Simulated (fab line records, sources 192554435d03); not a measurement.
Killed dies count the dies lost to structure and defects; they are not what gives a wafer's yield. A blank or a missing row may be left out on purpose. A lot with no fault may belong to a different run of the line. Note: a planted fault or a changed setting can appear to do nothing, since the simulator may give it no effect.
Chamber matching -- flow n5_finfet -- N5_DUMMY_GATE_ETCH_31 on rie_diel-06: 4 sister chambers
The step etches SiO2 in C4F6/O2, target depth 82.5 nm, time 27.5 s. 4 wafers are shown with their chamber, then 8 later ones without.

EACH WAFER AND ITS CHAMBER
wafer,chamber,showerhead_plenum_p_Torr (Torr)
L076.4,3,2.90
L087.1,0,2.71
L087.5,1,2.93
L088.1,2,2.83

WAFERS WITHOUT THEIR CHAMBER
wafer,showerhead_plenum_p_Torr (Torr)
L088.3,2.89
L088.4,2.71
L090.1,2.92
L090.2,2.83
L090.5,2.89
L097.1,2.70
L097.3,2.88
L097.5,2.92

EACH ONE'S CHAMBER
wafer,from the rows above,in truth
L088.3,3,3
L088.4,0,0
L090.1,can't be placed: 1 or 3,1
L090.2,2,2
L090.5,3,3
L097.1,0,0
L097.3,3,3
L097.5,can't be placed: 1 or 3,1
6 of 8 placed correctly. Can't be placed from these rows: 2 (the true chamber is among the candidates in 2). Number placed wrongly: 0.
How it was worked out, from the rows above alone: a wafer's distance from a chamber is the root of the sum, over the readings, of the square of ((its reading less the chamber's mean) divided by the reading's scatter). The wafer belongs to the nearest chamber; if the next one is less than 2 further off, it can't be placed. For every chamber, the mean is computed from those of its wafers that are shown. The scatter: root of mean squared gap, hidden wafer to nearest shown wafer, with one shown wafer a chamber.
